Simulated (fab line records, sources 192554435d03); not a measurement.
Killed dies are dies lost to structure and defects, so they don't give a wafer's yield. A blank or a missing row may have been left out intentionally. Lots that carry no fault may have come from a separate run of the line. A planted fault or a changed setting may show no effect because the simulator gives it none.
Matching of chambers :: flow n5 finfet :: N5_BEOL_M5_ALD_86 on ald metal-03 has 4 sister chambers
The step deposits TaN, pulse time 2 s, purge time 3 s, co reactant purge time 2 s. 4 wafers are shown with their chamber, then 11 later ones without.

WAFERS, EACH WITH ITS CHAMBER
wafer: L088.1
chamber: 3
heater power w (W): 313

wafer: L088.3
chamber: 2
heater power w (W): 501

wafer: L088.6
chamber: 0
heater power w (W): 357

wafer: L087.1
chamber: 1
heater power w (W): 410

WAFERS WHOSE CHAMBER IS MISSING
wafer: L087.2
heater power w (W): 495

wafer: L087.5
heater power w (W): 504

wafer: L089.2
heater power w (W): 360

wafer: L089.3
heater power w (W): 417

wafer: L089.5
heater power w (W): 357

wafer: L092.3
heater power w (W): 312

wafer: L092.4
heater power w (W): 400

wafer: L092.5
heater power w (W): 310

wafer: L095.2
heater power w (W): 316

wafer: L095.3
heater power w (W): 360

wafer: L095.6
heater power w (W): 403

WHICH CHAMBER EACH WENT THROUGH
wafer: L087.2
from the rows above: 2
in truth: 2

wafer: L087.5
from the rows above: 2
in truth: 2

wafer: L089.2
from the rows above: 0
in truth: 0

wafer: L089.3
from the rows above: 1
in truth: 1

wafer: L089.5
from the rows above: 0
in truth: 0

wafer: L092.3
from the rows above: 3
in truth: 3

wafer: L092.4
from the rows above: 1
in truth: 1

wafer: L092.5
from the rows above: 3
in truth: 3

wafer: L095.2
from the rows above: 3
in truth: 3

wafer: L095.3
from the rows above: 0
in truth: 0

wafer: L095.6
from the rows above: 1
in truth: 1
Placed correctly: 11 of 11. Can't be placed from these rows: 0. 0 placed wrongly.
How it was worked out, from the rows above alone: a wafer's distance from a chamber is the root of the sum, over the readings, of the square of ((its reading less the chamber's mean) divided by the reading's scatter). If the next closest chamber is less than 2 further off than the closest, the wafer can't be placed; otherwise it belongs to the closest. The mean given for a chamber averages the wafers shown for that chamber. The scatter: with one shown wafer a chamber, the root of the mean of the squares of how far each hidden wafer lies from its nearest shown one.
